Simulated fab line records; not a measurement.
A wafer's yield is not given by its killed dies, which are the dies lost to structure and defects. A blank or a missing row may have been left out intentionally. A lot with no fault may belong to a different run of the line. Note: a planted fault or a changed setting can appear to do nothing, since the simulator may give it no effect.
fab line records	flow nand_harc
record: lots: 6	wafers: 18	last_day: 32
route steps=1302 shown A_CONTACT@1061 END@1302
lots that met no fault: taken from a fault-free run of the same line
start_h: hours from the record's first day to the start of the lot's first wafer shown	wait_h: time in hours since the lot's previous step	" the same as in the row above	L1.1+2: one row covering several wafers at once	- value missing, or start not given	* or withheld: withheld	< > ~ a bound
route shown NAME@n: a module of which the file shows steps, and the number in the route of the first	usual: mean and standard deviation over wafers with no fault	same: alike in all rows	chamber/n: place in a boat	sites: readings site by site	_std_site: their standard deviation	_edge_site: mean of outer sites minus mean of inner sites	radius_mm: how far each site lies from the wafer's centre	mask NAME#n: copy n	behind: the last tool/chamber to shape the wafer	hold: reason for holding the lot/hours on hold/outcome of the hold	device: which transistor (n, p or np) failed to switch	end of line: the tests these same wafers got at the end of their route	a step without rows: its recipe alone	killed: at the first sort, the dies lost to defects and structure; wafer yield is something else	map: a wafer's dies, x killed, . not, _ none there
set.NAME: the run value of the setting; set.NAME@STEP: its run value at that earlier step	model.NAME: the simulator's own value behind a step, which no gauge read
certain route steps with their lots: each step a table, each wafer a row
services: from which hour (start_h, from the record's first day; less than 0 if before it) a tool's chamber was out of use, for how many hours, and why
== steps ==
step: NHARC_A_CONTACT_STRIP_104
recipe: cf4_flow_sccm: 100	chf3_flow_sccm: 30	ar_flow_sccm: 0	bias_w: 0	chemistry: CF4/CHF3
step: NHARC_A_CONTACT_STRIP_105
recipe: o2_flow_sccm: 400	cos_flow_sccm: 20	ar_flow_sccm: 0	bias_w: 0	chemistry: O2/COS
step: NHARC_A_CONTACT_ETCH_106
recipe: target_depth_a: 900	overetch_a: 90	time_s: 49.5	ion_energy_ev: 100	cf4_flow_sccm: 80	o2_flow_sccm: 20	ar_flow_sccm: 0	rf_w: 300	bias_w: 100	chemistry: CF4/O2
usual: drypump_motor_current_A: 5.6/0.45	oes_product_au: 1.000/0.0096	rf_fwd_power_W: 296.6/1.3	rf_vpp_V: 197.4/1.5	showerhead_plenum_p_Torr: 1.31/0.06	throttle_valve_pct: 13.398/0.0092
lot.wafer	tool	chamber	start_h	wait_h	drypump_motor_current_A	oes_product_au	rf_fwd_power_W	rf_hours_counter_h	rf_vpp_V	showerhead_plenum_p_Torr	throttle_valve_pct
L852.2	rie_diel-07	2	509.54	0.1	6.1	0.983	298.0	18	197.9	1.37	13.387
L852.3	"	3	"	"	4.7	0.986	296.9	19	197.2	1.28	13.401
L852.5	"	2	"	"	6.1	0.988	296.6	-	199.1	1.37	13.379
L853.4	rie_diel-07	2	543.19	0.1	6.0	0.988	295.9	37	200.6	1.37	13.387
L853.1	"	3	"	"	4.7	0.997	295.2	38	196.6	1.27	13.402
L853.5	"	3	"	"	4.6	0.992	295.5	-	197.2	1.27	13.392
L855.3	rie_diel-02	0	565.88	0.1	5.7	0.996	295.2	2	195.0	1.24	13.379
L855.2	"	2	"	"	5.4	0.987	297.5	1	196.1	1.28	13.399
L855.5	"	0	"	"	5.7	0.996	294.6	-	195.8	1.24	13.400
L868.1	rie_diel-02	0	684.72	0.0	5.7	1.000	293.4	17	194.8	1.23	13.404
L868.2	"	2	"	"	5.4	0.991	298.1	23	196.5	1.27	13.397
L868.3	"	3	"	"	5.8	1.009	297.0	24	197.0	1.29	13.378
L867.1	rie_diel-07	3	685.21	0.1	4.6	1.018	294.8	17	195.4	1.26	13.395
L867.5	"	0	"	"	4.8	1.001	298.0	-	199.3	1.36	13.380
L867.6	"	1	"	"	5.7	1.009	298.1	-	198.6	1.41	13.409
L870.3	rie_diel-01	0	699.00	0.1	4.9	1.002	295.4	51	197.1	1.29	13.398
L870.6	"	0	"	"	4.9	0.999	296.3	-	196.2	1.29	13.387
L870.5	"	1	"	"	5.8	0.998	297.6	-	201.2	1.43	13.397
step: NHARC_A_CONTACT_STRIP_82
recipe: o2_flow_sccm: 500	ar_flow_sccm: 0	bias_w: 0	chemistry: O2
usual: drypump_motor_current_A: 5.6/0.46	oes_product_au: 0.999/0.0088	rf_vpp_V: 57.6/0.86	showerhead_plenum_p_Torr: 3.47/0.15	throttle_valve_pct: 17.037/0.0094
lot.wafer	tool	chamber	start_h	wait_h	drypump_motor_current_A	oes_product_au	rf_hours_counter_h	rf_vpp_V	showerhead_plenum_p_Torr	throttle_valve_pct
L852.2	rie_diel-07	2	-	-	6.1	0.977	18	57.8	3.62	17.044
L852.3	"	3	"	"	4.6	0.990	19	59.0	3.38	17.028
L852.5	"	1	"	"	5.7	0.995	-	58.2	3.76	17.023
L853.4	rie_diel-07	1	-	-	5.7	1.010	33	57.9	3.75	17.030
L853.1	"	2	"	"	6.1	0.993	37	58.1	3.61	17.052
L853.5	"	0	"	"	4.8	0.992	-	56.0	3.62	17.049
L855.2	rie_diel-02	1	-	-	6.2	1.002	1	57.8	3.41	17.037
L855.3	"	3	"	"	5.8	0.995	1	57.6	3.42	17.023
L855.5	"	1	"	"	6.2	1.004	-	57.8	3.41	17.028
L868.2	rie_diel-02	1	-	-	6.2	0.992	21	56.5	3.40	17.050
L868.1	"	2	"	"	5.4	1.002	23	57.7	3.37	17.044
L868.3	"	3	"	"	5.9	1.002	24	58.4	3.41	17.045
L867.1	rie_diel-07	2	-	-	6.1	0.999	15	57.0	3.59	17.040
L867.5	"	3	"	"	4.7	1.011	-	57.5	3.34	17.045
L867.6	"	0	"	"	4.8	0.987	-	57.0	3.59	17.026
L870.3	rie_diel-01	2	-	-	5.9	0.997	47	58.8	3.65	17.031
L870.5	"	3	"	"	5.5	0.986	-	58.4	3.59	17.035
L870.6	"	0	"	"	4.9	0.996	-	58.5	3.42	17.032
step: NHARC_A_CONTACT_STRIP_83
recipe: time_s: 600	temp_c: 30	chemistry: post_etch_residue_remover
step: NHARC_A_CONTACT_DEP_84
recipe: target_thk_a: 28000	temp_c: 400	material: aC
usual: throttle_valve_pct: 34.999/0.0076
lot.wafer	tool	chamber	start_h	wait_h	throttle_valve_pct
L852.2	acl_dep-01	0	511.07	-	34.992
L852.3	"	0	"	"	34.997
L852.5	"	0	"	"	34.999
L853.1	acl_dep-03	0	543.85	-	35.002
L853.4	"	0	"	"	35.007
L853.5	"	0	"	"	34.992
L855.2	acl_dep-02	0	569.59	-	35.009
L855.3	"	0	"	"	34.987
L855.5	"	0	"	"	34.997
L868.1	acl_dep-03	0	687.77	-	34.996
L868.2	"	0	"	"	34.999
L868.3	"	0	"	"	34.996
L867.1	acl_dep-03	0	689.51	-	35.015
L867.5	"	0	690.66	-	35.005
L867.6	"	0	"	"	35.009
L870.3	acl_dep-03	0	701.42	-	34.997
L870.5	"	0	"	"	35.001
L870.6	"	0	"	"	35.004
step: NHARC_A_CONTACT_DEP_85
recipe: target_thk_a: 600	target_thk_nm: 60	temp_c: 400	pressure_torr: 3.5	flow_sccm: 200	rf_w: 350	material: SiON
usual: heater_power_w: 734/62	rf_fwd_power_W: 348.5/1.1
lot.wafer	tool	chamber	start_h	wait_h	heater_power_w	rf_fwd_power_W
L852.3	pecvd-01	1	512.56	0.9	748	348.0
L852.2	"	2	"	"	659	349.5
L852.5	"	1	"	"	739	347.9
L853.1	pecvd-03	1	545.59	1.4	746	347.7
L853.4	"	1	"	"	624	348.6
L853.5	"	2	"	"	715	348.9
L855.2	pecvd-03	1	571.04	1.2	709	348.6
L855.3	"	0	"	"	670	348.3
L855.5	"	2	"	"	776	347.7
L868.3	pecvd-01	1	689.53	0.9	763	349.8
L868.1	"	2	"	"	728	348.8
L868.2	"	0	"	"	815	349.9
L867.1	pecvd-01	1	691.26	1.5	764	351.0
L867.6	"	1	"	"	763	349.9
L867.5	"	0	"	"	797	348.0
L870.3	pecvd-01	1	702.62	0.9	702	349.5
L870.5	"	0	"	"	806	348.5
L870.6	"	2	"	"	783	350.3
step: NHARC_A_CONTACT_DEHYDRATE_00
recipe: temp_c: 150	time_s: 120
step: NHARC_A_CONTACT_HMDS_01
recipe: time_s: 30
step: NHARC_A_CONTACT_COAT_86
recipe: temp_c: 260	time_s: 75
step: NHARC_A_CONTACT_COAT_87
recipe: temp_c: 225	time_s: 65
step: NHARC_A_CONTACT_COAT_02
recipe: spin_rpm: 1500	resist_thk_nm: 90
step: NHARC_A_CONTACT_SOFTBAKE_03
recipe: temp_c: 105	time_s: 55
usual: exhaust_pa: 45.0/0.84	heater_power_total_W: 188.47/0.14	plate_temp_C: 105.00/0.13
lot.wafer	tool	chamber	start_h	wait_h	exhaust_pa	heater_power_total_W	plate_temp_C
L852.2	litho_track-06	0	512	-	45.6	188.50	105.08
L852.3	"	0	"	"	45.5	188.58	105.02
L852.5	"	0	"	"	45.4	188.46	105.37
L853.1	litho_track-04	0	545	-	44.9	323.43	-
L853.4	"	0	"	"	46.0	323.40	-
L853.5	"	0	"	"	45.3	323.39	-
L855.2	litho_track-04	0	571	-	44.8	323.54	-
L855.3	"	0	"	"	45.0	323.06	-
L855.5	"	0	"	"	44.2	323.07	-
L868.1	litho_track-04	0	689	-	44.1	188.34	105.06
L868.2	"	0	"	"	45.4	188.36	104.98
L868.3	"	0	"	"	44.2	188.53	105.04
L867.1	litho_track-06	0	691	-	45.9	188.37	104.95
L867.5	"	0	"	"	44.2	188.73	105.21
L867.6	"	0	"	"	46.3	188.69	104.97
L870.3	litho_track-04	0	702	-	44.3	188.46	104.88
L870.5	"	0	"	"	45.7	188.77	104.76
L870.6	"	0	"	"	45.4	188.65	104.93
step: NHARC_A_CONTACT_EBR_04
step: NHARC_END_SORT_01
recipe: temp_c: 25
usual: killed_at_array: 62/18	killed_at_other: 0.9/1.2	killed_at_periphery: 4.2/2.9	killed_dies: 67/17	killed_open: 3.6/1.9	killed_short: 2.5/1.6
same: gross_dies: 677
lot.wafer	tool	chamber	start_h	wait_h	killed_at_array	killed_at_other	killed_at_periphery	killed_dies	killed_open	killed_short
L852.2	prober-01	0	602.61	2.8	73	0	5	78	3	1
L852.3	prober-01	0	603.42	3.1	64	0	5	69	3	5
L852.5	prober-01	0	605.03	3.7	83	1	5	89	6	2
L853.1	prober-01	0	617.36	2.5	58	0	2	60	2	1
L853.4	prober-01	0	619.74	3.4	62	0	4	66	1	2
L853.5	prober-01	0	620.53	3.7	66	1	1	68	4	2
L855.2	prober-02	0	625.61	2.8	86	0	0	86	4	2
L855.3	prober-02	0	626.41	3.1	85	1	1	87	1	1
L855.5	prober-02	0	628.03	3.7	81	0	1	82	2	3
L868.1	prober-01	0	739.47	2.5	84	0	2	86	3	2
L868.2	prober-01	0	740.26	2.8	91	2	2	95	3	6
L868.3	prober-01	0	741.05	3.1	106	3	1	110	5	3
L867.1	prober-02	0	753.92	2.5	37	1	8	46	5	0
L867.5	prober-02	0	757.15	3.7	41	1	8	50	3	3
L867.6	prober-02	0	757.96	4.0	29	2	13	44	2	5
L870.3	prober-01	0	755.49	3.1	45	0	5	50	7	5
L870.5	prober-01	0	757.07	3.7	53	2	3	58	4	1
L870.6	prober-01	0	757.86	4.0	35	0	2	37	4	4
killed by level:class
L852.2 A_CHANNEL_HOLE_D1:chamber_film_flake=32 A_CHANNEL_HOLE_D2:chamber_film_flake=27 A_STAIRCASE:chamber_film_flake=6 P_STI:chamber_film_flake=3 A_SGD_CUT:chamber_film_flake=2 A_CONTACT:chamber_film_flake=2 P_M0:geometric_particle:open=1 P_M2:geometric_particle:open=1
L852.3 A_CHANNEL_HOLE_D1:chamber_film_flake=26 A_CHANNEL_HOLE_D2:chamber_film_flake=21 A_STAIRCASE:chamber_film_flake=5 P_STI:chamber_film_flake=2 A_WL_FILL:chamber_film_flake=2 A_CONTACT:chamber_film_flake=2 P_STI:geometric_particle:short=1 P_M2:geometric_particle:open=1
L852.5 A_CHANNEL_HOLE_D1:chamber_film_flake=34 A_CHANNEL_HOLE_D2:chamber_film_flake=29 A_STAIRCASE:chamber_film_flake=8 P_GATE:chamber_film_flake=2 A_WL_FILL:chamber_film_flake=2 P_M0:geometric_particle:open=1 P_BONDPAD:geometric_particle:open=1 A_SOURCE_PLATE:geometric_particle:short=1
L853.1 A_CHANNEL_HOLE_D2:chamber_film_flake=22 A_SLIT:chamber_film_flake=21 A_CHANNEL_HOLE_D1:chamber_film_flake=4 A_CONTACT:chamber_film_flake=4 A_DECK1_JOINT:chamber_film_flake=2 A_STAIRCASE:chamber_film_flake=2 P_M1:geometric_particle:open=1 A_CHANNEL_FILL_D1:geometric_particle:short=1
L853.4 A_CHANNEL_HOLE_D2:chamber_film_flake=26 A_SLIT:chamber_film_flake=26 A_CHANNEL_FILL_D1:chamber_film_flake=4 A_CHANNEL_HOLE_D1:chamber_film_flake=3 P_ZERO_WELL:chamber_film_flake=2 A_CONTACT:chamber_film_flake=2 P_M0:geometric_particle:short=1 P_M1:geometric_particle:short=1
L853.5 A_SLIT:chamber_film_flake=30 A_CHANNEL_HOLE_D2:chamber_film_flake=28 A_CHANNEL_FILL_D1:geometric_particle:short=2 A_CHANNEL_FILL_D1:chamber_film_flake=2 P_GATE:geometric_particle:open=1 A_CHANNEL_HOLE_D1:geometric_particle:open=1 A_CHANNEL_FILL_D1:geometric_particle:open=1 A_CHANNEL_HOLE_D2:geometric_particle:open=1
L855.2 A_CHANNEL_HOLE_D1:chamber_film_flake=30 A_SLIT:chamber_film_flake=29 A_CHANNEL_HOLE_D2:chamber_film_flake=12 A_WL_FILL:chamber_film_flake=6 A_ONON_D1:geometric_particle:open=2 A_STAIRCASE:chamber_film_flake=2 A_CHANNEL_FILL_D2:geometric_particle:short=1 A_SGD_CUT:geometric_particle:open=1
L855.3 A_CHANNEL_HOLE_D1:chamber_film_flake=30 A_SLIT:chamber_film_flake=29 A_CHANNEL_HOLE_D2:chamber_film_flake=15 A_M1:chamber_film_flake=3 A_CONTACT:chamber_film_flake=2 A_ONON_D2:geometric_particle:short=1 A_M0:geometric_particle:open=1 P_GATE:chamber_film_flake=1
L855.5 A_CHANNEL_HOLE_D1:chamber_film_flake=32 A_SLIT:chamber_film_flake=28 A_CHANNEL_HOLE_D2:chamber_film_flake=9 A_WL_FILL:geometric_particle:short=3 A_WL_FILL:chamber_film_flake=3 A_WL_FILL:geometric_particle:open=1 A_M0:geometric_particle:open=1 P_ZERO_WELL:chamber_film_flake=1
L868.1 A_CHANNEL_HOLE_D1:chamber_film_flake=28 A_CHANNEL_HOLE_D2:chamber_film_flake=19 A_SLIT:chamber_film_flake=17 A_STAIRCASE:chamber_film_flake=7 A_CONTACT:chamber_film_flake=4 A_CHANNEL_FILL_D1:chamber_film_flake=2 A_ONON_D1:geometric_particle:short=1 A_ONON_D1:geometric_particle:open=1
L868.2 A_SLIT:chamber_film_flake=30 A_CHANNEL_HOLE_D2:chamber_film_flake=22 A_CHANNEL_HOLE_D1:chamber_film_flake=21 A_CONTACT:chamber_film_flake=5 A_STAIRCASE:chamber_film_flake=4 A_DECK1_JOINT:chamber_film_flake=2 THIN_TSV:chamber_film_flake=2 P_GATE:geometric_particle:short=1
L868.3 A_CHANNEL_HOLE_D1:chamber_film_flake=35 A_SLIT:chamber_film_flake=27 A_CHANNEL_HOLE_D2:chamber_film_flake=25 A_STAIRCASE:chamber_film_flake=5 A_CHANNEL_FILL_D1:chamber_film_flake=3 A_CHANNEL_FILL_D2:chamber_film_flake=2 A_CONTACT:chamber_film_flake=2 THIN_TSV:chamber_film_flake=2
L867.1 A_CHANNEL_HOLE_D1:chamber_film_flake=16 A_SLIT:chamber_film_flake=6 A_STAIRCASE:chamber_film_flake=5 P_STI:chamber_film_flake=3 A_CHANNEL_HOLE_D2:chamber_film_flake=3 A_CHANNEL_FILL_D2:geometric_particle:open=2 P_CONTACT:chamber_film_flake=2 A_CONTACT:chamber_film_flake=2
L870.3 A_CHANNEL_HOLE_D1:chamber_film_flake=17 A_CONTACT:chamber_film_flake=8 A_SLIT:chamber_film_flake=6 A_SGD_CUT:geometric_particle:open=2 A_BLC:geometric_particle:open=2 P_STI:chamber_film_flake=2 A_CHANNEL_HOLE_D2:chamber_film_flake=2 P_M0:geometric_particle:open=1
L870.5 A_CHANNEL_HOLE_D1:chamber_film_flake=28 A_SLIT:chamber_film_flake=10 A_CONTACT:chamber_film_flake=9 P_CONTACT:geometric_particle:open=1 A_ONON_D2:geometric_particle:open=1 A_CONTACT:geometric_particle:open=1 A_M0:geometric_particle:open=1 STARTING-WAFER:geometric_particle:short=1
L867.5 A_CHANNEL_HOLE_D1:chamber_film_flake=20 A_SLIT:chamber_film_flake=8 P_GATE:chamber_film_flake=3 A_STAIRCASE:chamber_film_flake=3 A_CONTACT:chamber_film_flake=3 P_ZERO_WELL:chamber_film_flake=2 A_CHANNEL_HOLE_D2:chamber_film_flake=2 P_CONTACT:geometric_particle:open=1
L870.6 A_CHANNEL_HOLE_D1:chamber_film_flake=12 A_CONTACT:chamber_film_flake=9 A_SLIT:chamber_film_flake=6 P_M0:geometric_particle:short=1 A_ONON_D1:geometric_particle:open=1 A_CHANNEL_HOLE_D1:geometric_particle:open=1 A_ONON_D2:geometric_particle:open=1 A_ONON_D2:geometric_particle:short=1
L867.6 A_CHANNEL_HOLE_D1:chamber_film_flake=11 A_SLIT:chamber_film_flake=9 P_ZERO_WELL:chamber_film_flake=4 P_GATE:chamber_film_flake=3 P_CONTACT:chamber_film_flake=2 A_CHANNEL_FILL_D1:chamber_film_flake=2 A_CHANNEL_HOLE_D2:chamber_film_flake=2 THIN_TSV:chamber_film_flake=2
== services ==
tool	chamber	start_h	hours	kind
litho_track-06	-	505.00	7.0	pm
rie_diel-07	0	505.31	35.7	repair
rie_diel-07	1	505.46	-	clean
rie_diel-07	2	505.46	-	clean
rie_diel-07	3	505.46	-	clean
pecvd-01	1	513.91	4.2	repair
pecvd-03	-	527.85	13.0	pm
litho_track-04	-	529.00	7.0	pm
acl_dep-01	-	532.11	13.0	pm
rie_diel-07	1	533.61	-	clean
rie_diel-01	-	534.69	9.0	pm
pecvd-01	1	539.24	6.0	repair
rie_diel-02	-	546.98	9.0	pm
acl_dep-02	-	581.65	13.0	pm
rie_diel-07	2	584.69	5.3	repair
rie_diel-07	0	597.19	8.2	repair
pecvd-03	-	602.45	2.7	repair
rie_diel-07	-	604.30	0.7	repair
rie_diel-07	-	625.76	9.0	pm
pecvd-03	-	629.73	1.5	repair
rie_diel-02	0	642.01	23.0	repair
acl_dep-03	-	644.76	13.0	pm
pecvd-01	-	649.26	13.0	pm
litho_track-06	-	680.00	7.0	pm
== key ==
first_sign: step: NHARC_A_CONTACT_SOFTBAKE_03	reading: heater_power_total_W	direction: up	sigmas: 99+	usual: *	struck: *
effect none on later readings
met_at NHARC_A_CONTACT_SOFTBAKE_03
struck_wafers L853.1,L853.4,L853.5,L855.2,L855.3,L855.5
tester_left_out L853,L855
fault: kind: process_parameter_drift	tool: litho_track-04	chamber: -	onset_h: 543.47	steps: NHARC_A_CONTACT_SOFTBAKE_03	channel: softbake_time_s	offset: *	shape: step	end_h: 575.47	acts_in: *	stated: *
tester_left_out: of these lots the tester's yield and bins aren't shown, on N5 and GAA mostly nor the transistor test; their killed dies are dies lost to structure and defects alone, not to doping, threshold or leakage, so they don't give the yield
